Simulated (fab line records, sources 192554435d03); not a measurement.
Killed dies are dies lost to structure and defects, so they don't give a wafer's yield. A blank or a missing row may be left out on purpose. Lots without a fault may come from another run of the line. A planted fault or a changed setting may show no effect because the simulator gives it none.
A struck lot beside a sound one | flow n5_finfet | 37 steps out of a route of 1938
Sound: wafers L476.1, L476.4, L476.6. Struck: wafer L465.3. (L465.4, L465.6 of the same lot were not struck and are left out.) The cause comes at the end.
At each step with rows: each side's tool, then ch and its chambers, then its first start. Under that, the readings that differ: sound wafers | struck wafers | difference of the means | sigmas: that difference in standard deviations of wafers without a fault.
alike: readings whose means differ by less than 2 such deviations, and words and numbers that are the same on both sides. not compared: withheld readings, readings that some wafer has no value for, bounds like >300 that may hide the same value, and numbers for which the record gives no deviation and whose values overlap.
The two part at a step that has a row with sigmas, a row that says differs or no value, or rows on one side only. Numbers that don't overlap but have no deviation are shown without sigmas and don't part them. A reading that every wafer of one side lacks parts them only if that side has two wafers or more.

first, 8 steps without rows for these wafers: N5_BEOL_M1_ECD_50 (material Cu, target thk 300 nm); N5_BEOL_M1_ANNEAL_51 (time 90 s); N5_BEOL_M1_CMP_52 (polishes, stops on SiOC, t overpolish 6.8 s, target thk 40 nm); N5_BEOL_M1_PRE_CLEAN_60 (time 15 s); N5_BEOL_M1_CO_CAP_55 (material Co, precursor CCTBA/H2, target thk 2 nm, time 102.1 s); N5_BEOL_M1_PRE_CLEAN_56 (time 15 s); N5_BEOL_M1_DEP_57 (deposits SiCN from 3MS/NH3, target thk 8 nm, time 14 s); N5_BEOL_M2_ILD_DEP_00 (deposits SiOC from DEMS/O2, target thk 79 nm, time 15.3 s).
N5_BEOL_M2_PECVD_72: deposits SiO2 from TEOS/O2, target thk 16 nm, time 18 s.
  sound on pecvd-02 ch 0,2, day 11 00:24; struck on pecvd-03 ch 0, day 7 23:28
  reading                                    | sound       | struck | difference | sigmas
  heater_power_w (W)                         | 723 880 723 | 625    | -150       | -2
  model.SiO2_of_BEOL_M2_PECVD_72.thk_nm (nm) | 16 16.6 16  | 29.2   | +13.0      |
  alike: showerhead_plenum_p_Torr, showerhead_vpp_V, throttle_valve_pct
then, 25 steps without rows for these wafers: N5_BEOL_M2_HM_DEP_02 (deposits TiN, target thk 20 nm); N5_BEOL_M2_COAT_61 (time 60 s, resist thk 60 nm); N5_BEOL_M2_COAT_62 (time 60 s, resist thk 12 nm); N5_BEOL_M2_COAT_73 (time 60 s, resist thk 5 nm); N5_BEOL_M2_COAT_05 (resist thk 30 nm); N5_BEOL_M2_EBR_07; N5_BEOL_M2_SOFTBAKE_06 (time 60 s); N5_BEOL_M2_EXPOSE_08 (exposes mask M2); N5_BEOL_M2_PEB_09 (peb time 60 s); N5_BEOL_M2_DEVELOP_10 (develop time 30 s); N5_BEOL_M2_DESCUM_16 (chemistry O2, time 7 s); N5_BEOL_M2_ETCH_74 (etches underlayer in N2/H2, target depth 6.5 nm, time 5.2 s); N5_BEOL_M2_ETCH_63 (etches SiARC in CF4, target depth 15.6 nm, time 26 s); N5_BEOL_M2_ETCH_64 (etches SOC in N2/H2, target depth 75 nm, overetch 22.5 nm, time 121.9 s); N5_BEOL_M2_STRIP_65 (strips in N2/H2); N5_BEOL_M2_STRIP_75 (strips in N2/H2); N5_BEOL_M2_STRIP_66 (strips in CF4); N5_BEOL_M2_HM_OPEN_17 (chemistry Cl2/BCl3, target TiN, target depth 20 nm, overetch 6 nm); N5_BEOL_M2_STRIP_19 (strips in O2); N5_BEOL_M2_COAT_67 (time 60 s, resist thk 60 nm); N5_BEOL_M2_COAT_68 (time 60 s, resist thk 12 nm); N5_BEOL_M2_COAT_76 (time 60 s, resist thk 5 nm); N5_BEOL_M2_COAT_22 (resist thk 30 nm); N5_BEOL_M2_EBR_24; N5_BEOL_M2_SOFTBAKE_23 (time 60 s).
N5_BEOL_M2_HM_STRIP_39: strips TiN in peroxide tin strip, target depth 25 nm, time 158 s.
  sound on wet_bench-01 ch 2,5,6, day 11 03:29; struck on wet_bench-04 ch 0, day 8 06:31
  reading                                    | sound          | struck | difference | sigmas
  model.SiO2_of_BEOL_M2_PECVD_72.thk_nm (nm) | 15.8 16.4 15.8 | 29     | +13        |
N5_BEOL_M2_CMP_52: polishes, stops on SiOC, t overpolish 6.8 s, target thk 40 nm.
  sound on cmp-02 ch 2,3, day 11 07:14; struck on cmp-03 ch 2, day 8 12:38
  reading                      | sound             | struck | difference | sigmas
  barrier_field_endpoint_s (s) | 24.5 23.9 24.1    | 40.3   | +16.1      | +23
  overpolish_run_s (s)         | 6.811 6.814 6.810 | 0.729  | -6.083     | -99 or more
  alike: motor_current_A
N5_BEOL_M4_RC_MEAS_101:
  sound on prober-02 ch 0, day 12 22:11; struck on prober-02 ch 0, day 9 08:29
  alike: DIBL_N, DIBL_P, IOFF_N, IOFF_P, ION_N, ION_P, SS_N, SS_P, VT_N, VT_P

WHERE THEY PART
First at N5_BEOL_M2_PECVD_72; last, within this record, at N5_BEOL_M2_CMP_52. Later steps at which nothing parts them and some readings are alike: N5_BEOL_M4_RC_MEAS_101.

WHY: what the simulator had put in
Process parameter drift: pecvd-03, from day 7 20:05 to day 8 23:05, at N5_BEOL_M2_PECVD_72. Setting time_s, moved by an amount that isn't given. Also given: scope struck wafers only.
